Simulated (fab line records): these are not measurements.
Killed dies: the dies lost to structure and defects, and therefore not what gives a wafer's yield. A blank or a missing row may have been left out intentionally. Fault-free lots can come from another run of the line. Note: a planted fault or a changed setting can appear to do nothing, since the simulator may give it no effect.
Split-lot experiment / flow n5 finfet / route with 1938 steps; 7 lots, 39 wafers read

ABOUT THE SPLIT
At N5_BEOL_M13_ETCH_68 (etches SOC in N2/H2, time 355 s), the setting time s was moved away from the recipe's 355 s on 15 of the 39 wafers read, by -48.8% to +52.8%. This setting was run at the recipe's value on the other wafers.

The reading is taken at the split's own step.

THE READING
SiARC_of_BEOL_M13_COAT_66.thk nm (the simulator's own value, which no gauge read), in nm, at N5_BEOL_M13_ETCH_68 (etches SOC in N2/H2, time 355 s). There is no usual value for it anywhere in the file. Here, 24 wafers ran the recipe; their average is 76.9 nm with a standard deviation of 0.55 nm.

wafer=L074.1; tool, chamber at the split=rie diel-05, 3; time s as run, s=355; against the recipe=recipe; SiARC_of_BEOL_M13_COAT_66.thk nm, nm=77.2; against lot-mates on the recipe=-
wafer=L074.2; tool, chamber at the split=rie diel-05, 2; time s as run, s=293.6; against the recipe=-17.3%; SiARC_of_BEOL_M13_COAT_66.thk nm, nm=82.8; against lot-mates on the recipe=+5.9
wafer=L074.3; tool, chamber at the split=rie diel-05, 1; time s as run, s=355; against the recipe=recipe; SiARC_of_BEOL_M13_COAT_66.thk nm, nm=76.2; against lot-mates on the recipe=-
wafer=L074.4; tool, chamber at the split=rie diel-05, 0; time s as run, s=293.6; against the recipe=-17.3%; SiARC_of_BEOL_M13_COAT_66.thk nm, nm=83.4; against lot-mates on the recipe=+6.5
wafer=L074.5; tool, chamber at the split=rie diel-05, 0; time s as run, s=293.6; against the recipe=-17.3%; SiARC_of_BEOL_M13_COAT_66.thk nm, nm=83.4; against lot-mates on the recipe=+6.5
wafer=L074.6; tool, chamber at the split=rie diel-05, 3; time s as run, s=355; against the recipe=recipe; SiARC_of_BEOL_M13_COAT_66.thk nm, nm=77.4; against lot-mates on the recipe=-
wafer=L075.1; tool, chamber at the split=rie diel-03, 2; time s as run, s=355; against the recipe=recipe; SiARC_of_BEOL_M13_COAT_66.thk nm, nm=77; against lot-mates on the recipe=-
wafer=L075.2; tool, chamber at the split=rie diel-03, 3,0,1; time s as run, s=355; against the recipe=recipe; SiARC_of_BEOL_M13_COAT_66.thk nm, nm=77.2; against lot-mates on the recipe=-
wafer=L075.3; tool, chamber at the split=rie diel-03, 3,0,1; time s as run, s=355; against the recipe=recipe; SiARC_of_BEOL_M13_COAT_66.thk nm, nm=77.2; against lot-mates on the recipe=-
wafer=L075.4; tool, chamber at the split=rie diel-03, 3,0,1; time s as run, s=355; against the recipe=recipe; SiARC_of_BEOL_M13_COAT_66.thk nm, nm=77.2; against lot-mates on the recipe=-
wafer=L075.5; tool, chamber at the split=rie diel-03, 1; time s as run, s=355; against the recipe=recipe; SiARC_of_BEOL_M13_COAT_66.thk nm, nm=76.8; against lot-mates on the recipe=-
wafer=L075.6; tool, chamber at the split=rie diel-03, 0; time s as run, s=355; against the recipe=recipe; SiARC_of_BEOL_M13_COAT_66.thk nm, nm=76.6; against lot-mates on the recipe=-
wafer=L077.1; tool, chamber at the split=rie diel-05, 0,3; time s as run, s=355; against the recipe=recipe; SiARC_of_BEOL_M13_COAT_66.thk nm, nm=77.6; against lot-mates on the recipe=-
wafer=L077.2; tool, chamber at the split=rie diel-05, 0,3; time s as run, s=355; against the recipe=recipe; SiARC_of_BEOL_M13_COAT_66.thk nm, nm=77.6; against lot-mates on the recipe=-
wafer=L077.3; tool, chamber at the split=rie diel-05, 1; time s as run, s=181.6; against the recipe=-48.8%; SiARC_of_BEOL_M13_COAT_66.thk nm, nm=92.6; against lot-mates on the recipe=+15.1
wafer=L077.4; tool, chamber at the split=rie diel-05, 2; time s as run, s=181.6; against the recipe=-48.8%; SiARC_of_BEOL_M13_COAT_66.thk nm, nm=93; against lot-mates on the recipe=+15.5
wafer=L077.5; tool, chamber at the split=rie diel-05, 3; time s as run, s=355; against the recipe=recipe; SiARC_of_BEOL_M13_COAT_66.thk nm, nm=77.2; against lot-mates on the recipe=-
wafer=L077.6; tool, chamber at the split=rie diel-05, 2; time s as run, s=181.6; against the recipe=-48.8%; SiARC_of_BEOL_M13_COAT_66.thk nm, nm=92.8; against lot-mates on the recipe=+15.3
wafer=L078.1; tool, chamber at the split=rie diel-05, 0; time s as run, s=355; against the recipe=recipe; SiARC_of_BEOL_M13_COAT_66.thk nm, nm=77.6; against lot-mates on the recipe=-
wafer=L078.2; tool, chamber at the split=rie diel-05, 2; time s as run, s=467; against the recipe=+31.5%; SiARC_of_BEOL_M13_COAT_66.thk nm, nm=66.2; against lot-mates on the recipe=-10.5
wafer=L078.3; tool, chamber at the split=rie diel-05, 3; time s as run, s=467; against the recipe=+31.5%; SiARC_of_BEOL_M13_COAT_66.thk nm, nm=66.6; against lot-mates on the recipe=-10.1
wafer=L078.4; tool, chamber at the split=rie diel-05, 1; time s as run, s=355; against the recipe=recipe; SiARC_of_BEOL_M13_COAT_66.thk nm, nm=76; against lot-mates on the recipe=-
wafer=L078.5; tool, chamber at the split=rie diel-05, 2; time s as run, s=355; against the recipe=recipe; SiARC_of_BEOL_M13_COAT_66.thk nm, nm=76.4; against lot-mates on the recipe=-
wafer=L078.6; tool, chamber at the split=rie diel-05, 1; time s as run, s=467; against the recipe=+31.5%; SiARC_of_BEOL_M13_COAT_66.thk nm, nm=65.6; against lot-mates on the recipe=-11.1
wafer=L082.1; tool, chamber at the split=rie diel-02, 3; time s as run, s=532.5; against the recipe=+50.0%; SiARC_of_BEOL_M13_COAT_66.thk nm, nm=61; against lot-mates on the recipe=-15.9
wafer=L082.2; tool, chamber at the split=rie diel-02, 1; time s as run, s=532.5; against the recipe=+50.0%; SiARC_of_BEOL_M13_COAT_66.thk nm, nm=61.4; against lot-mates on the recipe=-15.5
wafer=L082.3; tool, chamber at the split=rie diel-02, 2; time s as run, s=355; against the recipe=recipe; SiARC_of_BEOL_M13_COAT_66.thk nm, nm=76.8; against lot-mates on the recipe=-
wafer=L082.4; tool, chamber at the split=rie diel-02, 0; time s as run, s=355; against the recipe=recipe; SiARC_of_BEOL_M13_COAT_66.thk nm, nm=76.4; against lot-mates on the recipe=-
wafer=L082.5; tool, chamber at the split=rie diel-02, 3; time s as run, s=355; against the recipe=recipe; SiARC_of_BEOL_M13_COAT_66.thk nm, nm=77.4; against lot-mates on the recipe=-
wafer=L082.6; tool, chamber at the split=rie diel-02, 2; time s as run, s=532.5; against the recipe=+50.0%; SiARC_of_BEOL_M13_COAT_66.thk nm, nm=60.6; against lot-mates on the recipe=-16.3
wafer=L088.2; tool, chamber at the split=rie diel-02, 2; time s as run, s=355; against the recipe=recipe; SiARC_of_BEOL_M13_COAT_66.thk nm, nm=77.4; against lot-mates on the recipe=-
wafer=L088.3; tool, chamber at the split=rie diel-02, 0; time s as run, s=355; against the recipe=recipe; SiARC_of_BEOL_M13_COAT_66.thk nm, nm=76.2; against lot-mates on the recipe=-
wafer=L088.4; tool, chamber at the split=rie diel-02, 0; time s as run, s=355; against the recipe=recipe; SiARC_of_BEOL_M13_COAT_66.thk nm, nm=76.8; against lot-mates on the recipe=-
wafer=L087.1; tool, chamber at the split=rie diel-05, 2; time s as run, s=542.6; against the recipe=+52.8%; SiARC_of_BEOL_M13_COAT_66.thk nm, nm=58.6; against lot-mates on the recipe=-17.5
wafer=L087.2; tool, chamber at the split=rie diel-05, 0; time s as run, s=355; against the recipe=recipe; SiARC_of_BEOL_M13_COAT_66.thk nm, nm=76; against lot-mates on the recipe=-
wafer=L087.5; tool, chamber at the split=rie diel-05, 0; time s as run, s=355; against the recipe=recipe; SiARC_of_BEOL_M13_COAT_66.thk nm, nm=76; against lot-mates on the recipe=-
wafer=L087.3; tool, chamber at the split=rie diel-05, 1; time s as run, s=542.6; against the recipe=+52.8%; SiARC_of_BEOL_M13_COAT_66.thk nm, nm=58.2; against lot-mates on the recipe=-17.9
wafer=L087.4; tool, chamber at the split=rie diel-05, 3; time s as run, s=542.6; against the recipe=+52.8%; SiARC_of_BEOL_M13_COAT_66.thk nm, nm=59.8; against lot-mates on the recipe=-16.3
wafer=L087.6; tool, chamber at the split=rie diel-05, 1; time s as run, s=355; against the recipe=recipe; SiARC_of_BEOL_M13_COAT_66.thk nm, nm=76.2; against lot-mates on the recipe=-
If several chambers appear in one row, that row covers several wafers at once and the file leaves open which wafer was in which chamber.

FIT RESULTS
A straight line over all 39 wafers: SiARC_of_BEOL_M13_COAT_66.thk nm changes by -0.331 nm for each +1% of time s; r = -1.00; the points scatter about the line by 0.6 nm.
The same after taking each lot's own level away (the mean of its wafers on the recipe; 39 wafers): -0.322 nm for each +1%; r = -1.00; scatter 0.49 nm.
That fit puts the effect of the largest move of time s on the reading at 17 nm.
Across the lots, their own levels run from 76.07 to 77.47 nm, a range of 2.6 times the standard deviation given above.
The two slopes are in agreement: the lot-to-lot level therefore moves the slope only a little.
Check: -17 nm against its lot-mates is what the line predicts for one of the wafers moved furthest among these (+52.8%) when that wafer is left out of the fit. Against them it came out at -17.5 nm.

OTHER SPLITS ON THESE WAFERS
Before the reading, these wafers also passed through other splits. Each is held against what the fit with the lots' levels taken away leaves over:
other split on the same wafers=N5_BEOL_M10_TRENCH_ETCH_37 target depth a; wafers away from the commonest value=6; r with SiARC_of_BEOL_M13_COAT_66.thk nm (lot level and that fit taken away)=-0.13

THE FILE'S OWN FIT
SiARC_of_BEOL_M13_COAT_66.thk nm changes by -0.322 nm for each +1% of time s, r = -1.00.
